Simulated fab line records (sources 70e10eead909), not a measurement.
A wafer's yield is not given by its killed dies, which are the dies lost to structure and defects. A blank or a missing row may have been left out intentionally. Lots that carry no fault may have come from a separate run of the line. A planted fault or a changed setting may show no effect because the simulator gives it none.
A lot that was struck, set against a sound lot -- flow nand-harc -- 20 steps out of a route of 1159
Sound: the wafers L870.1, L870.3, L870.5. Wafers L877.2, L877.3, L877.6 were the ones struck. At the end, the cause is stated.
At each step with rows: each side's tool, then ch and its chambers, then its first start. Under that, the readings that differ: sound wafers -- struck wafers -- difference of the means -- sigmas: that difference in standard deviations of wafers without a fault.
alike: a reading whose means differ by less than 2 such deviations, as well as words and numbers matching on both sides. not compared: withheld readings; readings where some wafer has no value; bounds like >300 that might hide an equal value; numbers whose values overlap and for which the record gives no deviation.
Wherever a step has rows on one side only, a row that says differs or no value, or a row with sigmas, the two part there. Numbers that have no deviation but don't overlap get no sigmas and don't part them. A reading missing from all wafers of one side parts the sides only when that side holds two or more wafers.

NHARC_P_CONTACT_CMP_24: polishes, t overpolish 30 s, target thk 200 nm.
  sound on cmp-02 ch 1,2,3, day 8 02:19; struck on cmp-03 ch 0,1,3, day 9 23:41
  alike: edge-zone-pressure-frac, motor-current-A, overpolish-run-s, time-to-endpoint-s
following that, these wafers have no rows for 1 step: NHARC_P_CONTACT_SRD_26.
NHARC_P_CONTACT_INSPECT_27:
  struck on defect-inspect-02, day 10 00:02; sound on defect-inspect-01, day 8 02:41
  alike: raw-defect-count
then, 8 steps without rows for these wafers: NHARC_P_M0_DEP_00 (deposits SiOC, target thk 150 nm); NHARC_P_M0_DEHYDRATE_01 (time 120 s); NHARC_P_M0_HMDS_02 (time 30 s); NHARC_P_M0_COAT_33 (time 65 s); NHARC_P_M0_COAT_03 (resist thk 90 nm); NHARC_P_M0_SOFTBAKE_04 (time 55 s); NHARC_P_M0_EBR_05; NHARC_P_M0_EXPOSE_06 (exposes mask P M0, target cd 90 nm).
NHARC_P_M0_PEB_07: peb time 65 s.
  sound on litho-track-06 ch 0, day 8 03:31; struck on litho-track-06 ch 0, day 10 00:51
reading,sound,struck,difference,sigmas
heater-power-total-W (W),156.2 156.1 156.2,185.8 185.6 185.9,+29.6,+74
plate-temp-C (C),99.69 99.93 100.24,113.25 113.39 113.23,+13.34,+99 or more
then, 1 step without rows for these wafers: NHARC_P_M0_DEVELOP_08 (develop time 35 s).
NHARC_P_M0_CD_MEAS_09 targets a cd of 90 nm.
  sound on cd-sem-01 ch 0, day 8 03:35; struck on cd-sem-01 ch 0, day 10 00:56
reading,sound,struck,difference,sigmas
cd-nm (nm),91.3 91.0 90.8,127.1 125.8 125.8,+35.2,+51
NHARC_P_M0_OVL_MEAS_10: pitch 180 nm.
  struck on overlay-01, day 10 01:01; sound on overlay-01, day 8 03:41
reading,sound,struck,difference,sigmas
overlay-y-nm (nm),-2.0 -2.4 -2.0,-0.1 -0.4 -0.1,+1.9,+2
  alike: overlay-x-nm
NHARC_P_M0_INSPECT_11:
  struck on defect-inspect-01, day 10 01:04; sound on defect-inspect-02, day 8 03:43
  alike: raw-defect-count
NHARC_P_M0_DESCUM_14: chemistry O2, time 3 s.
  sound on rie-diel-01 ch 0,2, day 8 03:47; struck on rie-diel-06 ch 2,3, day 10 01:07
reading,sound,struck,difference,sigmas
model.P_M0.cd-nm (nm),90.25 90.37 90.69,128 126 125.7,+36,
  alike: chamber-pressure-mTorr, drypump-motor-current-A, oes-product-au, rf-vpp-V, showerhead-plenum-p-Torr, throttle-valve-pct
  not compared: rf-hours-counter-h
NHARC_P_M0_ETCH_34: etches the open film in N2/H2, target depth 40 nm, overetch 12 nm, time 43.94 s.
  sound on rie-diel-01 ch 1,2,3, day 8 03:52; struck on rie-diel-06 ch 1,2, day 10 01:12
  alike: chamber-pressure-mTorr, drypump-motor-current-A, oes-product-au, rf-vpp-V, showerhead-plenum-p-Torr, throttle-valve-pct
  not compared: rf-hours-counter-h
NHARC_P_M0_ETCH_15: etches the open film in C4F8/Ar, target depth 150 nm, overetch 15 nm, time 82.5 s.
  sound on rie-diel-01 ch 1,2,3; struck on rie-diel-06 ch 0,3
reading,sound,struck,difference,sigmas
oes-product-au (a.u.),0.917 0.928 0.922,0.978 0.992 0.983,+0.062,+3
model.P_M0.cd-nm (nm),90.34 90.9 90.18,127.8 125.6 125.3,+35.8,
  alike: chamber-pressure-mTorr, rf-vpp-V
  not compared: rf-hours-counter-h
NHARC_P_M0_CD_MEAS_16:
  struck on cd-sem-03, day 10 01:25; sound on cd-sem-01, day 8 04:05
reading,sound,struck,difference,sigmas
cd-nm (nm),90.3 91.3 90.3,127.8 125.7 125.4,+35.7,+36

WHERE THEY PART
Earliest at NHARC_P_M0_PEB_07; latest, in this record, at NHARC_P_M0_CD_MEAS_16.

WHY: what had been put in by the simulator
Process parameters drifting: litho-track-06 at NHARC_P_M0_PEB_07, beginning at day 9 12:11. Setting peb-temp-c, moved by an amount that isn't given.
